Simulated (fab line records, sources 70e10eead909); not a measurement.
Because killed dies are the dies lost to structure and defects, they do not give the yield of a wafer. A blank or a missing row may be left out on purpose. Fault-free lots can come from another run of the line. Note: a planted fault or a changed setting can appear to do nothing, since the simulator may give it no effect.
Which tool is to blame? || flow nandHarc || 11 lots with 33 wafers sampled at 5 steps, on a route of 1302 steps

== WHAT EACH GAUGE READ, for each wafer ==
NHARC_END_SORT_01. Usual: killedAtArray 56, standard deviation 20; killedAtOther 0.9, standard deviation 1.1; killedAtPeriphery 3.7, standard deviation 3; killedDies 61, standard deviation 21; killedOpen 2.9, standard deviation 1.6; killedShort 2.6, standard deviation 1.4.
{"lot": "L686", "measured": "day 24 12:43", "on": "prober-01", "killedAtArray": "37 52 45", "killedAtOther": "0 1 0", "killedAtPeriphery": "5 1 5", "killedDies": "42 54 50", "killedOpen": "3 2 2", "killedShort": "3 1 1", "flag": ""}
{"lot": "L687", "measured": "day 24 22:21", "on": "prober-02", "killedAtArray": "26 32 35", "killedAtOther": "0 2 1", "killedAtPeriphery": "4 9 6", "killedDies": "30 43 42", "killedOpen": "1 3 5", "killedShort": "3 3 2", "flag": ""}
{"lot": "L688", "measured": "day 25 12:11", "on": "prober-01", "killedAtArray": "37 69 61", "killedAtOther": "2 0 1", "killedAtPeriphery": "2 4 3", "killedDies": "41 73 65", "killedOpen": "4 1 4", "killedShort": "3 2 3", "flag": ""}
{"lot": "L691", "measured": "day 26 14:56", "on": "prober-01", "killedAtArray": "42 47 52", "killedAtOther": "1 0 0", "killedAtPeriphery": "2 0 0", "killedDies": "45 47 52", "killedOpen": "3 1 0", "killedShort": "3 2 3", "flag": ""}
{"lot": "L695", "measured": "day 28 15:27", "on": "prober-01", "killedAtArray": "41 43 35", "killedAtOther": "1 4 3", "killedAtPeriphery": "7 8 4", "killedDies": "49 55 42", "killedOpen": "6 4 2", "killedShort": "4 3 3", "flag": ""}
{"lot": "L700", "measured": "day 29 22:22", "on": "prober-01", "killedAtArray": "667 668 671", "killedAtOther": "0 1 0", "killedAtPeriphery": "10 8 6", "killedDies": "677 677 677", "killedOpen": "7 2 0", "killedShort": "4 3 2", "flag": "OFF"}
{"lot": "L699", "measured": "day 30 14:13", "on": "prober-02", "killedAtArray": "675 675 676", "killedAtOther": "0 0 1", "killedAtPeriphery": "2 2 0", "killedDies": "677 677 677", "killedOpen": "1 5 2", "killedShort": "3 2 7", "flag": "OFF"}
{"lot": "L704", "measured": "day 31 17:18", "on": "prober-02", "killedAtArray": "25 33 22", "killedAtOther": "0 0 0", "killedAtPeriphery": "11 9 6", "killedDies": "36 42 28", "killedOpen": "5 3 8", "killedShort": "2 4 1", "flag": ""}
{"lot": "L705", "measured": "day 32 19:23", "on": "prober-01", "killedAtArray": "64 76 68", "killedAtOther": "0 0 0", "killedAtPeriphery": "2 4 4", "killedDies": "66 80 72", "killedOpen": "3 5 1", "killedShort": "3 2 2", "flag": ""}
{"lot": "L706", "measured": "day 33 01:31", "on": "prober-01", "killedAtArray": "37 34 22", "killedAtOther": "0 0 0", "killedAtPeriphery": "11 14 8", "killedDies": "48 48 30", "killedOpen": "5 4 3", "killedShort": "2 1 1", "flag": ""}
{"lot": "L709", "measured": "day 33 11:23", "on": "prober-01", "killedAtArray": "73 52 49", "killedAtOther": "1 0 1", "killedAtPeriphery": "3 3 2", "killedDies": "77 55 52", "killedOpen": "3 2 4", "killedShort": "2 4 1", "flag": ""}

== WHICH TOOL RAN EACH LOT (tool, then ch and the chambers of the sampled wafers, then the start) ==
{"lot": "L686", "NHARC_A_CONTACT_ETCH_110": "rieDiel-02 ch 0,1,2, day 22 00:58", "NHARC_A_BLC_STRIP_21": "rieDiel-04 ch 0,1, day 22 05:32", "NHARC_A_BLC_ALD_23": "aldMetal-02 ch 0,1,3, day 22 06:17", "NHARC_A_BLC_CVD_24": "cvdW-02 ch 0, day 24 12:43 or earlier"}
{"lot": "L687", "NHARC_A_CONTACT_ETCH_110": "rieDiel-02 ch 0,1,2, day 22 21:22", "NHARC_A_BLC_STRIP_21": "rieDiel-04 ch 0,1,2, day 23 01:20", "NHARC_A_BLC_ALD_23": "aldMetal-02 ch 0,1,2, day 23 02:00", "NHARC_A_BLC_CVD_24": "cvdW-02 ch 0,1, day 24 22:21 or earlier"}
{"lot": "L688", "NHARC_A_CONTACT_ETCH_110": "rieDiel-02 ch 0,2, day 23 03:55", "NHARC_A_BLC_STRIP_21": "rieDiel-07 ch 1,2,3, day 23 07:58", "NHARC_A_BLC_ALD_23": "aldMetal-01 ch 0,1,2, day 23 08:38", "NHARC_A_BLC_CVD_24": "cvdW-02 ch 0,1, day 25 12:11 or earlier"}
{"lot": "L691", "NHARC_A_CONTACT_ETCH_110": "rieDiel-02 ch 0,2, day 24 18:17", "NHARC_A_BLC_STRIP_21": "rieDiel-07 ch 0,1, day 24 22:16", "NHARC_A_BLC_ALD_23": "aldMetal-01 ch 1,2,3, day 24 22:56", "NHARC_A_BLC_CVD_24": "cvdW-02 ch 0,1, day 26 14:56 or earlier"}
{"lot": "L695", "NHARC_A_CONTACT_ETCH_110": "rieDiel-02 ch 0,2,3, day 26 15:23", "NHARC_A_BLC_STRIP_21": "rieDiel-07 ch 0,2,3, day 26 19:14", "NHARC_A_BLC_ALD_23": "aldMetal-01 ch 0,3, day 26 19:53", "NHARC_A_BLC_CVD_24": "cvdW-01 ch 0,1, day 28 15:27 or earlier"}
{"lot": "L700", "NHARC_A_CONTACT_ETCH_110": "rieDiel-02 ch 0,1,3, day 28 00:02", "NHARC_A_BLC_STRIP_21": "rieDiel-11 ch 0,2,3, day 28 04:02", "NHARC_A_BLC_ALD_23": "aldMetal-01 ch 1,2,3, day 28 04:42", "NHARC_A_BLC_CVD_24": "cvdW-02 ch 0,1, day 29 22:22 or earlier"}
{"lot": "L699", "NHARC_A_CONTACT_ETCH_110": "rieDiel-01 ch 1,2,3, day 28 14:52", "NHARC_A_BLC_STRIP_21": "rieDiel-11 ch 1,2,3, day 28 18:51", "NHARC_A_BLC_ALD_23": "aldMetal-01 ch 0,1,3, day 28 19:31", "NHARC_A_BLC_CVD_24": "cvdW-02 ch 0,1, day 30 14:13 or earlier"}
{"lot": "L704", "NHARC_A_CONTACT_ETCH_110": "rieDiel-01 ch 0,1,3, day 29 20:37", "NHARC_A_BLC_STRIP_21": "rieDiel-11 ch 0,1,2, day 30 01:20", "NHARC_A_BLC_ALD_23": "aldMetal-04 ch 2,3, day 30 01:59", "NHARC_A_BLC_CVD_24": "cvdW-02 ch 0, day 31 17:18 or earlier"}
{"lot": "L705", "NHARC_A_CONTACT_ETCH_110": "rieDiel-02 ch 0,1, day 30 12:19", "NHARC_A_BLC_STRIP_21": "rieDiel-07 ch 1,2,3, day 30 16:22", "NHARC_A_BLC_ALD_23": "aldMetal-04 ch 0,2, day 30 17:01", "NHARC_A_BLC_CVD_24": "cvdW-02 ch 0,1, day 32 19:23 or earlier"}
{"lot": "L706", "NHARC_A_CONTACT_ETCH_110": "rieDiel-02 ch 1,2,3, day 30 13:50", "NHARC_A_BLC_STRIP_21": "rieDiel-11 ch 0,1, day 30 17:52", "NHARC_A_BLC_ALD_23": "aldMetal-01 ch 0,1,2, day 30 18:34", "NHARC_A_BLC_CVD_24": "cvdW-01 ch 0,1, day 33 01:31 or earlier"}
{"lot": "L709", "NHARC_A_CONTACT_ETCH_110": "rieDiel-02 ch 2,3, day 31 13:08", "NHARC_A_BLC_STRIP_21": "rieDiel-07 ch 1,2,3, day 31 17:09", "NHARC_A_BLC_ALD_23": "aldMetal-01 ch 0,1,3, day 31 17:49", "NHARC_A_BLC_CVD_24": "cvdW-02 ch 0,1, day 33 11:23 or earlier"}
- NHARC_A_CONTACT_ETCH_110: etches the open film in CF4/O2, target depth 60 nm, overetch 6 nm, time 33 s.
- NHARC_A_BLC_STRIP_21: strips in O2.
- NHARC_A_BLC_ALD_23: deposits TiN, target thk 3 nm, pulse time 1 s, ald cycles 150.
- NHARC_A_BLC_CVD_24: deposits W, target thk 150 nm, time 434 s.

== WHAT THE TOOLS THEMSELVES READ (means of the sampled wafers that have a number; where no wafer has one, the mark that the record gives instead) ==
NHARC_A_CONTACT_ETCH_110. Usual: drypumpMotorCurrentA is 5.6 A with standard deviation 0.56, o2FlowSccm is 20.00 sccm with standard deviation 0.061, oes_f_703_au is 0.999 a.u. with standard deviation 0.0049, oesProductAu is 1.005 a.u. with standard deviation 0.012, rfVppV is 198.1 V with standard deviation 1.4, showerheadPlenumPTorr is 1.35 Torr with standard deviation 0.058, and throttleValvePct is 13.397 % with standard deviation 0.009.
{"lot": "L686", "tool": "rieDiel-02", "drypumpMotorCurrentA (A)": 5.3, "o2FlowSccm (sccm)": 20.05, "oes_f_703_au (a.u.)": 1.001, "oesProductAu (a.u.)": 1.005, "rfVppV (V)": 196.6, "showerheadPlenumPTorr (Torr)": 1.30, "throttleValvePct (%)": 13.394, "flag": ""}
{"lot": "L687", "tool": "rieDiel-02", "drypumpMotorCurrentA (A)": 5.3, "o2FlowSccm (sccm)": 19.98, "oes_f_703_au (a.u.)": 1.001, "oesProductAu (a.u.)": 1.013, "rfVppV (V)": 197.1, "showerheadPlenumPTorr (Torr)": 1.30, "throttleValvePct (%)": 13.396, "flag": ""}
{"lot": "L688", "tool": "rieDiel-02", "drypumpMotorCurrentA (A)": 5.0, "o2FlowSccm (sccm)": 20.00, "oes_f_703_au (a.u.)": 1.001, "oesProductAu (a.u.)": 1.023, "rfVppV (V)": 197.1, "showerheadPlenumPTorr (Torr)": 1.30, "throttleValvePct (%)": 13.402, "flag": ""}
{"lot": "L691", "tool": "rieDiel-02", "drypumpMotorCurrentA (A)": 5.1, "o2FlowSccm (sccm)": 19.97, "oes_f_703_au (a.u.)": 1.005, "oesProductAu (a.u.)": 1.015, "rfVppV (V)": 196.7, "showerheadPlenumPTorr (Torr)": 1.27, "throttleValvePct (%)": 13.393, "flag": ""}
{"lot": "L695", "tool": "rieDiel-02", "drypumpMotorCurrentA (A)": 5.5, "o2FlowSccm (sccm)": 20.01, "oes_f_703_au (a.u.)": 1.003, "oesProductAu (a.u.)": 1.006, "rfVppV (V)": 198.5, "showerheadPlenumPTorr (Torr)": 1.36, "throttleValvePct (%)": 13.404, "flag": ""}
{"lot": "L700", "tool": "rieDiel-02", "drypumpMotorCurrentA (A)": 5.7, "o2FlowSccm (sccm)": 20.01, "oes_f_703_au (a.u.)": 0.998, "oesProductAu (a.u.)": 1.011, "rfVppV (V)": 198.3, "showerheadPlenumPTorr (Torr)": 1.32, "throttleValvePct (%)": 13.397, "flag": ""}
{"lot": "L699", "tool": "rieDiel-01", "drypumpMotorCurrentA (A)": 5.8, "o2FlowSccm (sccm)": 19.98, "oes_f_703_au (a.u.)": 0.998, "oesProductAu (a.u.)": 1.000, "rfVppV (V)": 196.9, "showerheadPlenumPTorr (Torr)": 1.33, "throttleValvePct (%)": 13.399, "flag": ""}
{"lot": "L704", "tool": "rieDiel-01", "drypumpMotorCurrentA (A)": 5.4, "o2FlowSccm (sccm)": 20.06, "oes_f_703_au (a.u.)": 0.998, "oesProductAu (a.u.)": 1.004, "rfVppV (V)": 197.5, "showerheadPlenumPTorr (Torr)": 1.36, "throttleValvePct (%)": 13.389, "flag": ""}
{"lot": "L705", "tool": "rieDiel-02", "drypumpMotorCurrentA (A)": 5.5, "o2FlowSccm (sccm)": 20.10, "oes_f_703_au (a.u.)": 0.999, "oesProductAu (a.u.)": 1.009, "rfVppV (V)": 196.8, "showerheadPlenumPTorr (Torr)": 1.33, "throttleValvePct (%)": 13.391, "flag": ""}
{"lot": "L706", "tool": "rieDiel-02", "drypumpMotorCurrentA (A)": 5.8, "o2FlowSccm (sccm)": 19.94, "oes_f_703_au (a.u.)": 0.997, "oesProductAu (a.u.)": 1.009, "rfVppV (V)": 198.2, "showerheadPlenumPTorr (Torr)": 1.36, "throttleValvePct (%)": 13.396, "flag": ""}
{"lot": "L709", "tool": "rieDiel-02", "drypumpMotorCurrentA (A)": 6.1, "o2FlowSccm (sccm)": 20.02, "oes_f_703_au (a.u.)": 0.999, "oesProductAu (a.u.)": 1.002, "rfVppV (V)": 198.8, "showerheadPlenumPTorr (Torr)": 1.35, "throttleValvePct (%)": 13.397, "flag": ""}

NHARC_A_BLC_STRIP_21. Usual: drypumpMotorCurrentA 5.8 A, standard deviation 0.57; o2FlowSccm 500.0 sccm, standard deviation 1.5; oesProductAu 1.002 a.u., standard deviation 0.014; rfVppV 57.7 V, standard deviation 0.96; showerheadPlenumPTorr 3.46 Torr, standard deviation 0.15; throttleValvePct 17.034 %, standard deviation 0.009.
{"lot": "L686", "tool": "rieDiel-04", "drypumpMotorCurrentA (A)": 5.7, "o2FlowSccm (sccm)": 500.4, "oesProductAu (a.u.)": 1.001, "rfVppV (V)": 57.7, "showerheadPlenumPTorr (Torr)": 3.48, "throttleValvePct (%)": 17.035, "flag": ""}
{"lot": "L687", "tool": "rieDiel-04", "drypumpMotorCurrentA (A)": 5.8, "o2FlowSccm (sccm)": 500.6, "oesProductAu (a.u.)": 0.997, "rfVppV (V)": 57.6, "showerheadPlenumPTorr (Torr)": 3.43, "throttleValvePct (%)": 17.034, "flag": ""}
{"lot": "L688", "tool": "rieDiel-07", "drypumpMotorCurrentA (A)": 5.1, "o2FlowSccm (sccm)": 497.6, "oesProductAu (a.u.)": 1.008, "rfVppV (V)": 57.8, "showerheadPlenumPTorr (Torr)": 3.32, "throttleValvePct (%)": 17.028, "flag": ""}
{"lot": "L691", "tool": "rieDiel-07", "drypumpMotorCurrentA (A)": 5.5, "o2FlowSccm (sccm)": 499.7, "oesProductAu (a.u.)": 1.027, "rfVppV (V)": 57.3, "showerheadPlenumPTorr (Torr)": 3.39, "throttleValvePct (%)": 17.027, "flag": ""}
{"lot": "L695", "tool": "rieDiel-07", "drypumpMotorCurrentA (A)": 5.3, "o2FlowSccm (sccm)": 500.7, "oesProductAu (a.u.)": 0.993, "rfVppV (V)": 56.4, "showerheadPlenumPTorr (Torr)": 3.36, "throttleValvePct (%)": 17.031, "flag": ""}
{"lot": "L700", "tool": "rieDiel-11", "drypumpMotorCurrentA (A)": 6.2, "o2FlowSccm (sccm)": 501.4, "oesProductAu (a.u.)": 0.987, "rfVppV (V)": 57.8, "showerheadPlenumPTorr (Torr)": 3.50, "throttleValvePct (%)": 17.031, "flag": ""}
{"lot": "L699", "tool": "rieDiel-11", "drypumpMotorCurrentA (A)": 6.0, "o2FlowSccm (sccm)": 500.3, "oesProductAu (a.u.)": 0.990, "rfVppV (V)": 58.3, "showerheadPlenumPTorr (Torr)": 3.64, "throttleValvePct (%)": 17.033, "flag": ""}
{"lot": "L704", "tool": "rieDiel-11", "drypumpMotorCurrentA (A)": 6.1, "o2FlowSccm (sccm)": 500.6, "oesProductAu (a.u.)": 0.996, "rfVppV (V)": 58.2, "showerheadPlenumPTorr (Torr)": 3.55, "throttleValvePct (%)": 17.032, "flag": ""}
{"lot": "L705", "tool": "rieDiel-07", "drypumpMotorCurrentA (A)": 5.1, "o2FlowSccm (sccm)": 499.8, "oesProductAu (a.u.)": 0.997, "rfVppV (V)": 57.8, "showerheadPlenumPTorr (Torr)": 3.31, "throttleValvePct (%)": 17.025, "flag": ""}
{"lot": "L706", "tool": "rieDiel-11", "drypumpMotorCurrentA (A)": 6.5, "o2FlowSccm (sccm)": 498.1, "oesProductAu (a.u.)": 1.001, "rfVppV (V)": 56.8, "showerheadPlenumPTorr (Torr)": 3.44, "throttleValvePct (%)": 17.038, "flag": ""}
{"lot": "L709", "tool": "rieDiel-07", "drypumpMotorCurrentA (A)": 5.1, "o2FlowSccm (sccm)": 500.7, "oesProductAu (a.u.)": 0.998, "rfVppV (V)": 57.9, "showerheadPlenumPTorr (Torr)": 3.31, "throttleValvePct (%)": 17.027, "flag": ""}

NHARC_A_BLC_ALD_23. Usual: heaterPowerOuterW 717 W, standard deviation 66; heaterPowerW 1135 W, standard deviation 96; precursorPulseHeightRel 1.000, standard deviation 0.02; susceptorTempC 450.03 C, standard deviation 0.25.
{"lot": "L686", "tool": "aldMetal-02", "heaterPowerOuterW (W)": 748, "heaterPowerW (W)": 1198, "precursorPulseHeightRel": 1.019, "susceptorTempC (C)": 450.09, "flag": ""}
{"lot": "L687", "tool": "aldMetal-02", "heaterPowerOuterW (W)": 765, "heaterPowerW (W)": 1224, "precursorPulseHeightRel": 1.006, "susceptorTempC (C)": 449.93, "flag": ""}
{"lot": "L688", "tool": "aldMetal-01", "heaterPowerOuterW (W)": 638, "heaterPowerW (W)": 1049, "precursorPulseHeightRel": 0.994, "susceptorTempC (C)": 450.12, "flag": ""}
{"lot": "L691", "tool": "aldMetal-01", "heaterPowerOuterW (W)": 674, "heaterPowerW (W)": 1108, "precursorPulseHeightRel": 0.970, "susceptorTempC (C)": 450.30, "flag": ""}
{"lot": "L695", "tool": "aldMetal-01", "heaterPowerOuterW (W)": 727, "heaterPowerW (W)": 1103, "precursorPulseHeightRel": 1.012, "susceptorTempC (C)": 449.75, "flag": ""}
{"lot": "L700", "tool": "aldMetal-01", "heaterPowerOuterW (W)": "-", "heaterPowerW (W)": "-", "precursorPulseHeightRel": "-", "susceptorTempC (C)": "-", "flag": "OFF"}
{"lot": "L699", "tool": "aldMetal-01", "heaterPowerOuterW (W)": "-", "heaterPowerW (W)": "-", "precursorPulseHeightRel": "-", "susceptorTempC (C)": "-", "flag": "OFF"}
{"lot": "L704", "tool": "aldMetal-04", "heaterPowerOuterW (W)": 729, "heaterPowerW (W)": 1183, "precursorPulseHeightRel": 0.999, "susceptorTempC (C)": 450.21, "flag": ""}
{"lot": "L705", "tool": "aldMetal-04", "heaterPowerOuterW (W)": 747, "heaterPowerW (W)": 1130, "precursorPulseHeightRel": 1.019, "susceptorTempC (C)": 450.12, "flag": ""}
{"lot": "L706", "tool": "aldMetal-01", "heaterPowerOuterW (W)": 622, "heaterPowerW (W)": 1054, "precursorPulseHeightRel": 0.990, "susceptorTempC (C)": 450.17, "flag": ""}
{"lot": "L709", "tool": "aldMetal-01", "heaterPowerOuterW (W)": 692, "heaterPowerW (W)": 1130, "precursorPulseHeightRel": 1.005, "susceptorTempC (C)": 449.90, "flag": ""}

NHARC_A_BLC_CVD_24. Usual: heaterPowerW 522 W, standard deviation 51; susceptorTempC 299.99 C, standard deviation 0.2; throttleValvePct 8.06 %, standard deviation 0.25.
{"lot": "L686", "tool": "cvdW-02", "heaterPowerW (W)": 505, "susceptorTempC (C)": "-", "throttleValvePct (%)": 7.78, "flag": "OFF"}
{"lot": "L687", "tool": "cvdW-02", "heaterPowerW (W)": 540, "susceptorTempC (C)": "-", "throttleValvePct (%)": 7.83, "flag": "OFF"}
{"lot": "L688", "tool": "cvdW-02", "heaterPowerW (W)": 556, "susceptorTempC (C)": 300.17, "throttleValvePct (%)": 8.15, "flag": ""}
{"lot": "L691", "tool": "cvdW-02", "heaterPowerW (W)": 535, "susceptorTempC (C)": 300.10, "throttleValvePct (%)": 8.08, "flag": ""}
{"lot": "L695", "tool": "cvdW-01", "heaterPowerW (W)": 477, "susceptorTempC (C)": 299.83, "throttleValvePct (%)": 8.15, "flag": ""}
{"lot": "L700", "tool": "cvdW-02", "heaterPowerW (W)": 503, "susceptorTempC (C)": 300.21, "throttleValvePct (%)": 7.87, "flag": ""}
{"lot": "L699", "tool": "cvdW-02", "heaterPowerW (W)": 550, "susceptorTempC (C)": 299.97, "throttleValvePct (%)": 7.85, "flag": ""}
{"lot": "L704", "tool": "cvdW-02", "heaterPowerW (W)": 482, "susceptorTempC (C)": 299.93, "throttleValvePct (%)": 7.80, "flag": ""}
{"lot": "L705", "tool": "cvdW-02", "heaterPowerW (W)": 552, "susceptorTempC (C)": 300.10, "throttleValvePct (%)": 7.98, "flag": ""}
{"lot": "L706", "tool": "cvdW-01", "heaterPowerW (W)": 479, "susceptorTempC (C)": 299.95, "throttleValvePct (%)": 8.42, "flag": ""}
{"lot": "L709", "tool": "cvdW-02", "heaterPowerW (W)": 557, "susceptorTempC (C)": 299.87, "throttleValvePct (%)": 7.88, "flag": ""}

== THE ANSWER, worked out from the rows above alone ==
Rule: lot off if the mean of its wafers having a number is beyond 3 standard deviations from the usual mean. A lot without any number at a reading at which 4 lots or more have one is off too. Any other lot the step has rows for is counted as sound. After the gauges, taken in route order, come the tools' own readings; for these a lot's mean is taken, as printed above. The first step at which some lot is off is used, and at that step the reading that is off furthest; a lot without a number counts as furthest.
Off: L700, L699, at NHARC_END_SORT_01 (killedAtArray).
A tool fits if, at a process step before that reading, it ran every lot that is off, and no sound lot after the first of them. Not tried: the gauges at NHARC_END_SORT_01; whatever is off there is also off at NHARC_A_BLC_ALD_23, on other tools, and gauge error can't account for it. Because NHARC_A_BLC_CVD_24 lacks a start for some lots, the hours and order of its lots are taken from NHARC_END_SORT_01. Not one of the candidates tried fits.

== WHAT THE SIMULATOR HAD PUT IN ==
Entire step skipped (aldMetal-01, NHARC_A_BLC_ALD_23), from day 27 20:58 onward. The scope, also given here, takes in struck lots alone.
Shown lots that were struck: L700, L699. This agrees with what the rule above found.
